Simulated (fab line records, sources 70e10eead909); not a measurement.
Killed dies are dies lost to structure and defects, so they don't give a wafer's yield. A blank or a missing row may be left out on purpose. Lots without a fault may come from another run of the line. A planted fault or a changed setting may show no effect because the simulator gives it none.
Which tool did it? | flow nand_harc | 6 lots, 18 wafers sampled, at 2 steps of a route of 1159

WHAT THE GAUGES READ, wafer by wafer
NHARC_P_ZERO_WELL_CD_MEAS_11: target cd 500 nm.
lot  | measured    | on        | cd_nm (nm)
L860 | day 2 19:15 | cd_sem-01 | 498.1 498.1 498.8
L864 | day 3 19:14 | cd_sem-01 | 497.8 498.5 496.5
L866 | day 4 07:08 | cd_sem-01 | 500.0 500.2 497.4
L871 | day 5 13:16 | cd_sem-02 | 497.6 498.4 497.6
L876 | day 6 19:14 | cd_sem-02 | 499.4 500.5 499.6
L878 | day 7 07:15 | cd_sem-01 | 500.9 498.6 499.0

WHICH TOOL RAN EACH LOT (tool, then ch and the chambers of the sampled wafers, then the start)
lot  | NHARC_P_ZERO_WELL_SOFTBAKE_06
L860 | litho_track-07 ch 0, day 2 18:00
L864 | litho_track-03 ch 0, day 3 18:00
L866 | litho_track-07 ch 0, day 4 06:00
L871 | litho_track-07 ch 0, day 5 12:00
L876 | litho_track-03 ch 0, day 6 18:00
L878 | litho_track-05 ch 0, day 7 06:00
- NHARC_P_ZERO_WELL_SOFTBAKE_06: time 70 s.

THE ANSWER, worked out from the rows above alone
Rule: what is usual is taken from the lots themselves. Put in order of their means at a reading, lots are off if they are a third of the lots or fewer, leave a main group of 4 or more, and stand apart from it by a gap of 3 or more times the standard deviation of the main group's means; of several such gaps the widest counts. A main group whose means are all the same, to the digits that the tables above print for the reading, isn't used. A lot without any number at a reading at which 4 lots or more have one is off too. The other lots that the step has rows for count as sound.
No lot is off at any reading shown: from this, nothing can be told.

WHAT THE SIMULATOR HAD PUT IN
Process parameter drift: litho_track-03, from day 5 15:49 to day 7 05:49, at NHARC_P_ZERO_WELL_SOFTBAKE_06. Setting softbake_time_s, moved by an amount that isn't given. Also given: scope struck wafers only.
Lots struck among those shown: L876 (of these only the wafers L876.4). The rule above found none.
